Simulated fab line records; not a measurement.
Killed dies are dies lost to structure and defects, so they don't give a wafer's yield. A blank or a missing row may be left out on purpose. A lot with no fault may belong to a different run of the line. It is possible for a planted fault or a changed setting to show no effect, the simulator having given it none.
Which of the tools did it? + flow nand harc + 24 lots, 72 wafers sampled, at 6 steps of a route of 1159

== WHAT THE GAUGES SHOWED, per wafer ==
The record holds no reading of a measuring or inspecting step that can be judged against a usual standard deviation.

== WHAT TOOL EACH LOT RAN ON (gives the tool, then ch and the chambers of the sampled wafers, and finally the start) ==
| lot  | NHARC_A_STAIRCASE_HM_DEP_456  | NHARC_A_STAIRCASE_ETCH_453                    | NHARC_A_STAIRCASE_ETCHBACK_416                | NHARC_A_STAIRCASE_DEP_417       | NHARC_A_STAIRCASE_DEP_151       | NHARC_A_STAIRCASE_ETCH_444         |
|------|-------------------------------|-----------------------------------------------|-----------------------------------------------|---------------------------------|---------------------------------|------------------------------------|
| L075 | acl dep-03 ch 0, day 11 17:35 | rie diel-01 ch 0,2,3, day 12 07:49 or earlier | rie diel-02 ch 2,3, day 12 07:49 or earlier   | pecvd-04 ch 1,2, day 12 07:49   | pecvd-01 ch 0,1, day 12 21:38   | rie diel-07 ch 0,3, day 13 21:06   |
| L074 | acl dep-01 ch 0, day 11 20:43 | rie diel-01 ch 2,3, day 12 09:50 or earlier   | rie diel-01 ch 2,3, day 12 09:50 or earlier   | pecvd-03 ch 1,2, day 12 09:50   | pecvd-03 ch 0,1,2, day 12 21:33 | rie diel-02 ch 2,3, day 13 20:46   |
| L076 | acl dep-03 ch 0, day 11 22:06 | rie diel-01 ch 0,2, day 12 10:57 or earlier   | rie diel-01 ch 0,1,2, day 12 10:57 or earlier | pecvd-04 ch 1,2, day 12 10:57   | pecvd-04 ch 0,2, day 13 03:34   | rie diel-07 ch 0,2, day 14 06:20   |
| L077 | acl dep-01 ch 0, day 12 01:37 | rie diel-01 ch 2,3, day 12 16:31 or earlier   | rie diel-01 ch 2,3, day 12 16:31 or earlier   | pecvd-01 ch 0,1,2, day 12 16:31 | pecvd-03 ch 0,1,2, day 13 03:52 | rie diel-07 ch 0,1,2, day 14 08:02 |
| L079 | acl dep-01 ch 0, day 12 10:49 | rie diel-01 ch 2,3, day 12 23:00 or earlier   | rie diel-07 ch 1,3, day 12 23:00 or earlier   | pecvd-03 ch 0,1,2, day 12 23:00 | pecvd-01 ch 1,2, day 13 11:10   | rie diel-01 ch 1,2,3, day 14 12:19 |
| L078 | acl dep-03 ch 0, day 12 11:42 | rie diel-02 ch 1,2,3, day 13 00:35 or earlier | rie diel-01 ch 1,2,3, day 13 00:35 or earlier | pecvd-01 ch 0,1,2, day 13 00:35 | pecvd-04 ch 0,1,2, day 13 11:04 | rie diel-07 ch 0,1,2, day 14 12:19 |
| L081 | acl dep-02 ch 0, day 12 22:25 | rie diel-01 ch 1,3, day 13 14:18 or earlier   | rie diel-07 ch 0,3, day 13 14:18 or earlier   | pecvd-04 ch 0,2, day 13 14:18   | pecvd-04 ch 1,2, day 14 01:23   | rie diel-02 ch 1,3, day 15 03:27   |
| L080 | acl dep-03 ch 0, day 12 23:10 | rie diel-01 ch 0,2,3, day 13 13:17 or earlier | rie diel-01 ch 0,1,2, day 13 13:17 or earlier | pecvd-04 ch 0,1,2, day 13 13:17 | pecvd-01 ch 0,2, day 14 01:18   | rie diel-07 ch 1,2,3, day 15 03:13 |
| L083 | acl dep-03 ch 0, day 13 17:30 | rie diel-02 ch 1,2,3, day 14 08:02 or earlier | rie diel-02 ch 0,2,3, day 14 08:02 or earlier | pecvd-01 ch 0,1, day 14 08:02   | pecvd-01 ch 1,2, day 14 19:26   | rie diel-02 ch 1,2,3, day 15 21:32 |
| L082 | acl dep-02 ch 0, day 13 18:15 | rie diel-02 ch 0,1,2, day 14 07:04 or earlier | rie diel-02 ch 0,2,3, day 14 07:04 or earlier | pecvd-04 ch 0,1, day 14 07:04   | pecvd-04 ch 0,1,2, day 14 19:20 | rie diel-01 ch 1,2,3, day 15 21:16 |
| L085 | acl dep-01 ch 0, day 13 18:42 | rie diel-02 ch 1,3, day 14 08:16 or earlier   | rie diel-02 ch 1,2, day 14 08:16 or earlier   | pecvd-04 ch 0,1,2, day 14 08:16 | pecvd-03 ch 0,1, day 14 19:40   | rie diel-02 ch 1,2,3, day 15 22:43 |
| L084 | acl dep-03 ch 0, day 13 20:14 | rie diel-02 ch 0,1,3, day 14 09:37 or earlier | rie diel-07 ch 2,3, day 14 09:37 or earlier   | pecvd-03 ch 0,1,2, day 14 09:37 | pecvd-01 ch 0,1,2, day 14 20:12 | rie diel-01 ch 0,3, day 15 22:41   |
| L086 | acl dep-02 ch 0, day 14 08:07 | rie diel-01 ch 1,3, day 14 22:11 or earlier   | rie diel-01 ch 0,1,2, day 14 22:11 or earlier | pecvd-04 ch 0,1, day 14 22:11   | pecvd-01 ch 1,2, day 15 10:26   | rie diel-01 ch 1,3, day 16 09:28   |
| L088 | acl dep-01 ch 0, day 14 13:21 | rie diel-01 ch 1,2,3, day 15 03:52 or earlier | rie diel-01 ch 0,2, day 15 03:52              | pecvd-03 ch 0,1,2, day 15 04:04 | pecvd-03 ch 0,1, day 15 17:45   | rie diel-07 ch 0,3, day 16 20:25   |
| L087 | acl dep-01 ch 0, day 14 17:02 | rie diel-01 ch 2,3, day 15 05:25 or earlier   | rie diel-01 ch 0,1,2, day 15 05:25 or earlier | pecvd-01 ch 1,2, day 15 05:25   | pecvd-01 ch 0,1, day 15 17:56   | rie diel-01 ch 0,2,3, day 16 20:58 |
| L090 | acl dep-01 ch 0, day 15 14:25 | rie diel-01 ch 0,2,3, day 16 08:11 or earlier | rie diel-01 ch 1,2,3, day 16 08:11 or earlier | pecvd-01 ch 0,1,2, day 16 08:11 | pecvd-03 ch 0,1,2, day 16 22:08 | rie diel-01 ch 0,3, day 18 01:43   |
| L091 | acl dep-03 ch 0, day 15 16:28 | rie diel-07 ch 2,3, day 16 09:44 or earlier   | rie diel-02 ch 1,2, day 16 09:44 or earlier   | pecvd-04 ch 0,1,2, day 16 09:44 | pecvd-01 ch 0,1,2, day 16 22:37 | rie diel-01 ch 0,1, day 18 03:22   |
| L089 | acl dep-01 ch 0, day 15 17:11 | rie diel-01 ch 1,2,3, day 16 10:17 or earlier | rie diel-02 ch 0,2, day 16 10:17 or earlier   | pecvd-03 ch 0,1,2, day 16 10:17 | pecvd-03 ch 0,1,2, day 16 22:43 | rie diel-02 ch 2,3, day 18 01:46   |
| L092 | acl dep-01 ch 0, day 15 21:25 | rie diel-07 ch 0,2,3, day 16 11:31 or earlier | rie diel-01 ch 0,2,3, day 16 11:31 or earlier | pecvd-01 ch 0,1,2, day 16 11:31 | pecvd-01 ch 0,1,2, day 16 22:54 | rie diel-01 ch 0,2,3, day 18 04:48 |
| L093 | acl dep-02 ch 0, day 16 02:52 | rie diel-01 ch 1,2,3, day 16 17:18 or earlier | rie diel-01 ch 0,1,3, day 16 17:18 or earlier | pecvd-03 ch 0,1, day 16 17:18   | pecvd-03 ch 0,1,2, day 17 05:21 | rie diel-01 ch 0,1,3, day 18 08:01 |
| L094 | acl dep-03 ch 0, day 16 10:16 | rie diel-07 ch 0,1,2, day 16 23:40 or earlier | rie diel-01 ch 0,1, day 16 23:40 or earlier   | pecvd-03 ch 0,1,2, day 16 23:40 | pecvd-01 ch 0,1,2, day 17 11:40 | rie diel-01 ch 0,2,3, day 18 14:07 |
| L097 | acl dep-03 ch 0, day 16 17:30 | rie diel-02 ch 0,2,3, day 17 06:51 or earlier | rie diel-02 ch 1,2,3, day 17 06:51 or earlier | pecvd-04 ch 0,2, day 17 06:51   | pecvd-03 ch 0,1,2, day 17 18:54 | rie diel-02 ch 0,1,3, day 18 19:36 |
| L095 | acl dep-01 ch 0, day 16 19:10 | rie diel-01 ch 1,2,3, day 17 08:12 or earlier | rie diel-01 ch 2,3, day 17 08:12 or earlier   | pecvd-01 ch 0,2, day 17 08:12   | pecvd-01 ch 0,1,2, day 17 19:01 | rie diel-01 ch 0,3, day 18 19:17   |
| L096 | acl dep-02 ch 0, day 16 20:43 | rie diel-01 ch 0,2,3, day 17 09:52 or earlier | rie diel-02 ch 0,1,2, day 17 09:52 or earlier | pecvd-04 ch 0,1,2, day 17 09:52 | pecvd-04 ch 0,1,2, day 17 19:02 | rie diel-07 ch 0,1,2, day 18 19:37 |
- NHARC_A_STAIRCASE_HM_DEP_456: deposits aC, target thk 1500 nm.
- NHARC_A_STAIRCASE_ETCH_453: etches the open film in CF4/O2, target depth 30 nm, overetch 3 nm, time 16.5 s.
- NHARC_A_STAIRCASE_ETCHBACK_416: etches the open film in C4F8/O2/Ar, target depth 36 nm, time 7.2 s.
- NHARC_A_STAIRCASE_DEP_417: deposits Si3N4, target thk 60 nm.
- NHARC_A_STAIRCASE_DEP_151: deposits SiO2, target thk 3800 nm.
- NHARC_A_STAIRCASE_ETCH_444: etches the open film in C4F8/O2, target depth 10200 nm, time 3400 s.

== AS READ BY THE TOOLS THEMSELVES (means over the sampled wafers that have a number; for cases with no such wafer, the mark the record gives instead) ==
NHARC_A_STAIRCASE_HM_DEP_456. Usual: throttle valve pct reads 34.999 % (standard deviation 0.0093).
| lot  | tool       | throttle valve pct (%) | flag |
|------|------------|------------------------|------|
| L075 | acl dep-03 | 35.003                 |      |
| L074 | acl dep-01 | 35.003                 |      |
| L076 | acl dep-03 | 34.989                 |      |
| L077 | acl dep-01 | 34.999                 |      |
| L079 | acl dep-01 | 34.994                 |      |
| L078 | acl dep-03 | 35.007                 |      |
| L081 | acl dep-02 | 35.005                 |      |
| L080 | acl dep-03 | 35.004                 |      |
| L083 | acl dep-03 | 34.989                 |      |
| L082 | acl dep-02 | 35.002                 |      |
| L085 | acl dep-01 | 34.995                 |      |
| L084 | acl dep-03 | 34.999                 |      |
| L086 | acl dep-02 | 34.994                 |      |
| L088 | acl dep-01 | 34.990                 |      |
| L087 | acl dep-01 | 35.000                 |      |
| L090 | acl dep-01 | 34.996                 |      |
| L091 | acl dep-03 | 34.992                 |      |
| L089 | acl dep-01 | 34.998                 |      |
| L092 | acl dep-01 | 35.004                 |      |
| L093 | acl dep-02 | 34.997                 |      |
| L094 | acl dep-03 | 34.993                 |      |
| L097 | acl dep-03 | 34.998                 |      |
| L095 | acl dep-01 | 34.995                 |      |
| L096 | acl dep-02 | 35.005                 |      |

NHARC_A_STAIRCASE_ETCH_453. Usual: drypump motor current A 5.73 A, standard deviation 0.25; mfc ar sccm 0.011 sccm, standard deviation 0.014; oes_ar_750_au 1.000 a.u., standard deviation 0.0046; oes_f_703_au 1.001 a.u., standard deviation 0.0047; oes product au 1.004 a.u., standard deviation 0.012; rf vpp V 197.4 V, standard deviation 1.5; showerhead plenum p Torr 1.31 Torr, standard deviation 0.06; throttle valve pct 13.396 %, standard deviation 0.0094.
| lot  | tool        | drypump motor current A (A) | mfc ar sccm (sccm) | oes_ar_750_au (a.u.) | oes_f_703_au (a.u.) | oes product au (a.u.) | rf vpp V (V) | showerhead plenum p Torr (Torr) | throttle valve pct (%) | flag |
|------|-------------|-----------------------------|--------------------|----------------------|---------------------|-----------------------|--------------|---------------------------------|------------------------|------|
| L075 | rie diel-01 | 5.78                        | 0.010              | 1.001                | 1.003               | 0.999                 | 196.7        | 1.28                            | 13.402                 |      |
| L074 | rie diel-01 | 5.85                        | 0.010              | 0.997                | 1.003               | 1.002                 | 196.4        | 1.25                            | 13.396                 |      |
| L076 | rie diel-01 | 5.68                        | 0.010              | 0.999                | 1.002               | 1.019                 | 197.8        | 1.31                            | 13.385                 |      |
| L077 | rie diel-01 | 5.86                        | 0.010              | 1.002                | 1.000               | 1.001                 | 196.6        | 1.25                            | 13.394                 |      |
| L079 | rie diel-01 | 5.88                        | 0.010              | 1.001                | 1.001               | 0.992                 | 195.3        | 1.25                            | 13.398                 |      |
| L078 | rie diel-02 | 5.74                        | 0.021              | 0.999                | 0.997               | 1.000                 | 198.0        | 1.33                            | 13.391                 |      |
| L081 | rie diel-01 | 5.74                        | 0.000              | 0.998                | 0.996               | 0.997                 | 196.0        | 1.26                            | 13.396                 |      |
| L080 | rie diel-01 | 5.77                        | 0.010              | 0.998                | 1.002               | 1.003                 | 196.6        | 1.28                            | 13.395                 |      |
| L083 | rie diel-02 | 5.72                        | 0.021              | 0.999                | 1.002               | 0.999                 | 198.3        | 1.33                            | 13.391                 |      |
| L082 | rie diel-02 | 5.98                        | 0.011              | 1.003                | 0.998               | 1.002                 | 197.5        | 1.32                            | 13.394                 |      |
| L085 | rie diel-02 | 5.59                        | 0.025              | 0.998                | 1.005               | 0.989                 | 197.4        | 1.31                            | 13.407                 |      |
| L084 | rie diel-02 | 5.82                        | 0.015              | 1.004                | 1.000               | 1.008                 | 197.2        | 1.30                            | 13.397                 |      |
| L086 | rie diel-01 | 5.75                        | 0.000              | 1.002                | 1.002               | 0.991                 | 195.9        | 1.26                            | 13.396                 |      |
| L088 | rie diel-01 | 5.66                        | 0.010              | 0.994                | 1.001               | 0.992                 | 197.8        | 1.32                            | 13.400                 |      |
| L087 | rie diel-01 | 5.86                        | 0.010              | 1.005                | 0.998               | 1.009                 | 196.9        | 1.32                            | 13.394                 |      |
| L090 | rie diel-01 | 5.76                        | 0.010              | 1.005                | 1.000               | 1.006                 | 198.6        | 1.35                            | 13.392                 |      |
| L091 | rie diel-07 | 6.00                        | 0.026              | 0.997                | 1.003               | 1.007                 | 198.8        | 1.35                            | 13.408                 |      |
| L089 | rie diel-01 | 5.69                        | 0.010              | 0.999                | 0.999               | 1.012                 | 196.7        | 1.32                            | 13.403                 |      |
| L092 | rie diel-07 | 5.86                        | 0.019              | 0.999                | 0.996               | 1.010                 | 198.4        | 1.37                            | 13.408                 |      |
| L093 | rie diel-01 | 5.66                        | 0.010              | 0.996                | 1.002               | 0.995                 | 197.7        | 1.32                            | 13.404                 |      |
| L094 | rie diel-07 | 5.68                        | 0.019              | 1.001                | 1.001               | 1.008                 | 198.4        | 1.35                            | 13.389                 |      |
| L097 | rie diel-02 | 5.68                        | 0.015              | 0.993                | 0.998               | 0.999                 | 196.3        | 1.31                            | 13.394                 |      |
| L095 | rie diel-01 | 5.69                        | 0.010              | 1.004                | 1.000               | 0.998                 | 197.8        | 1.31                            | 13.396                 |      |
| L096 | rie diel-01 | 5.76                        | 0.010              | 1.002                | 1.004               | 0.997                 | 197.7        | 1.34                            | 13.395                 |      |

NHARC_A_STAIRCASE_ETCHBACK_416. Usual: oes product au 0.936 a.u., standard deviation 0.023; rf vpp V 722 V, standard deviation 4.6.
| lot  | tool        | oes product au (a.u.) | rf vpp V (V) | flag |
|------|-------------|-----------------------|--------------|------|
| L075 | rie diel-02 | 0.918                 | 724          |      |
| L074 | rie diel-01 | 0.923                 | 717          |      |
| L076 | rie diel-01 | 0.937                 | 720          |      |
| L077 | rie diel-01 | 0.932                 | 716          |      |
| L079 | rie diel-07 | 0.937                 | 727          |      |
| L078 | rie diel-01 | 0.999                 | 717          |      |
| L081 | rie diel-07 | 0.934                 | 727          |      |
| L080 | rie diel-01 | 0.930                 | 719          |      |
| L083 | rie diel-02 | 0.929                 | 722          |      |
| L082 | rie diel-02 | 0.928                 | 722          |      |
| L085 | rie diel-02 | 0.932                 | 723          |      |
| L084 | rie diel-07 | 0.932                 | 727          |      |
| L086 | rie diel-01 | 0.930                 | 724          |      |
| L088 | rie diel-01 | 0.929                 | 727          |      |
| L087 | rie diel-01 | 0.939                 | 724          |      |
| L090 | rie diel-01 | 0.933                 | 722          |      |
| L091 | rie diel-02 | 0.915                 | 723          |      |
| L089 | rie diel-02 | 0.911                 | 721          |      |
| L092 | rie diel-01 | 1.004                 | 723          |      |
| L093 | rie diel-01 | 0.928                 | 719          |      |
| L094 | rie diel-01 | 0.924                 | 719          |      |
| L097 | rie diel-02 | 0.928                 | 723          |      |
| L095 | rie diel-01 | 0.931                 | 722          |      |
| L096 | rie diel-02 | 0.928                 | 721          |      |

NHARC_A_STAIRCASE_DEP_417. Usual: heater power outer w 417 W, standard deviation 46; heater power w 710 W, standard deviation 69; showerhead vpp V 1313 V, standard deviation 51.
| lot  | tool     | heater power outer w (W) | heater power w (W) | showerhead vpp V (V) | flag |
|------|----------|--------------------------|--------------------|----------------------|------|
| L075 | pecvd-04 | 424                      | 702                | 1318                 |      |
| L074 | pecvd-03 | 444                      | 739                | 1300                 |      |
| L076 | pecvd-04 | 429                      | 717                | 1330                 |      |
| L077 | pecvd-01 | 434                      | 750                | 1331                 |      |
| L079 | pecvd-03 | 426                      | 699                | 1269                 |      |
| L078 | pecvd-01 | 417                      | 711                | 1343                 |      |
| L081 | pecvd-04 | 395                      | 711                | 1297                 |      |
| L080 | pecvd-04 | 433                      | 742                | 1317                 |      |
| L083 | pecvd-01 | 438                      | 746                | 1357                 |      |
| L082 | pecvd-04 | 415                      | 716                | 1318                 |      |
| L085 | pecvd-04 | 410                      | 714                | 1316                 |      |
| L084 | pecvd-03 | 391                      | 668                | 1300                 |      |
| L086 | pecvd-04 | 381                      | 649                | 1355                 |      |
| L088 | pecvd-03 | 414                      | 687                | 1287                 |      |
| L087 | pecvd-01 | 399                      | 698                | 1289                 |      |
| L090 | pecvd-01 | 414                      | 711                | 1333                 |      |
| L091 | pecvd-04 | 420                      | 716                | 1311                 |      |
| L089 | pecvd-03 | 379                      | 664                | 1295                 |      |
| L092 | pecvd-01 | 438                      | 742                | 1348                 |      |
| L093 | pecvd-03 | 382                      | 669                | 1266                 |      |
| L094 | pecvd-03 | 401                      | 689                | 1292                 |      |
| L097 | pecvd-04 | 426                      | 747                | 1312                 |      |
| L095 | pecvd-01 | 416                      | 718                | 1322                 |      |
| L096 | pecvd-04 | 414                      | 693                | 1312                 |      |

NHARC_A_STAIRCASE_DEP_151. Usual: heater power outer w 362 W, standard deviation 55; heater power w 635 W, standard deviation 80.
| lot  | tool     | heater power outer w (W) | heater power w (W) | flag |
|------|----------|--------------------------|--------------------|------|
| L075 | pecvd-01 | 377                      | 643                |      |
| L074 | pecvd-03 | 387                      | 667                |      |
| L076 | pecvd-04 | 377                      | 681                |      |
| L077 | pecvd-03 | 337                      | 590                |      |
| L079 | pecvd-01 | 384                      | 672                |      |
| L078 | pecvd-04 | 353                      | 630                |      |
| L081 | pecvd-04 | 397                      | 669                |      |
| L080 | pecvd-01 | 347                      | 621                |      |
| L083 | pecvd-01 | 416                      | 714                |      |
| L082 | pecvd-04 | 380                      | 659                |      |
| L085 | pecvd-03 | 302                      | 543                |      |
| L084 | pecvd-01 | 335                      | 605                |      |
| L086 | pecvd-01 | 375                      | 667                |      |
| L088 | pecvd-03 | 330                      | 587                |      |
| L087 | pecvd-01 | 387                      | 680                |      |
| L090 | pecvd-03 | 377                      | 656                |      |
| L091 | pecvd-01 | 331                      | 601                |      |
| L089 | pecvd-03 | 357                      | 616                |      |
| L092 | pecvd-01 | 388                      | 673                |      |
| L093 | pecvd-03 | 359                      | 632                |      |
| L094 | pecvd-01 | 364                      | 637                |      |
| L097 | pecvd-03 | 336                      | 588                |      |
| L095 | pecvd-01 | 365                      | 634                |      |
| L096 | pecvd-04 | 439                      | 740                |      |

NHARC_A_STAIRCASE_ETCH_444. Usual: oes product au 0.932 a.u., standard deviation 0.013; rf vpp V 806 V, standard deviation 4.9.
| lot  | tool        | oes product au (a.u.) | rf vpp V (V) | flag |
|------|-------------|-----------------------|--------------|------|
| L075 | rie diel-07 | 0.920                 | 812          |      |
| L074 | rie diel-02 | 0.925                 | 807          |      |
| L076 | rie diel-07 | 0.932                 | 808          |      |
| L077 | rie diel-07 | 0.936                 | 809          |      |
| L079 | rie diel-01 | 0.950                 | 806          |      |
| L078 | rie diel-07 | 0.937                 | 809          |      |
| L081 | rie diel-02 | 0.935                 | 806          |      |
| L080 | rie diel-07 | 0.932                 | 809          |      |
| L083 | rie diel-02 | 0.940                 | 806          |      |
| L082 | rie diel-01 | 0.963                 | 805          |      |
| L085 | rie diel-02 | 0.943                 | 807          |      |
| L084 | rie diel-01 | 0.956                 | 802          |      |
| L086 | rie diel-01 | 0.921                 | 800          |      |
| L088 | rie diel-07 | 0.926                 | 810          |      |
| L087 | rie diel-01 | 0.929                 | 808          |      |
| L090 | rie diel-01 | 0.922                 | 804          |      |
| L091 | rie diel-01 | 0.916                 | 806          |      |
| L089 | rie diel-02 | 0.920                 | 806          |      |
| L092 | rie diel-01 | 0.926                 | 807          |      |
| L093 | rie diel-01 | 0.926                 | 802          |      |
| L094 | rie diel-01 | 0.923                 | 807          |      |
| L097 | rie diel-02 | 0.922                 | 804          |      |
| L095 | rie diel-01 | 0.927                 | 803          |      |
| L096 | rie diel-07 | 0.935                 | 807          |      |

== THE ANSWER, worked out from the rows above alone ==
Rule: a lot is off if the mean of its wafers that have a number lies more than 3 standard deviations from the usual mean. Also off: a lot with no number at a reading for which 4 or more lots have one. All remaining lots with rows at the step are treated as sound. After the gauges, taken in route order, come the tools' own readings; for these a lot's mean is taken, as printed above. The first step at which some lot is off is used, and at that step the reading that is off furthest; a lot without a number counts as furthest.
Nothing can be told from this: no lot is off at any reading shown.

== WHAT THE SIMULATOR HAD INSERTED ==
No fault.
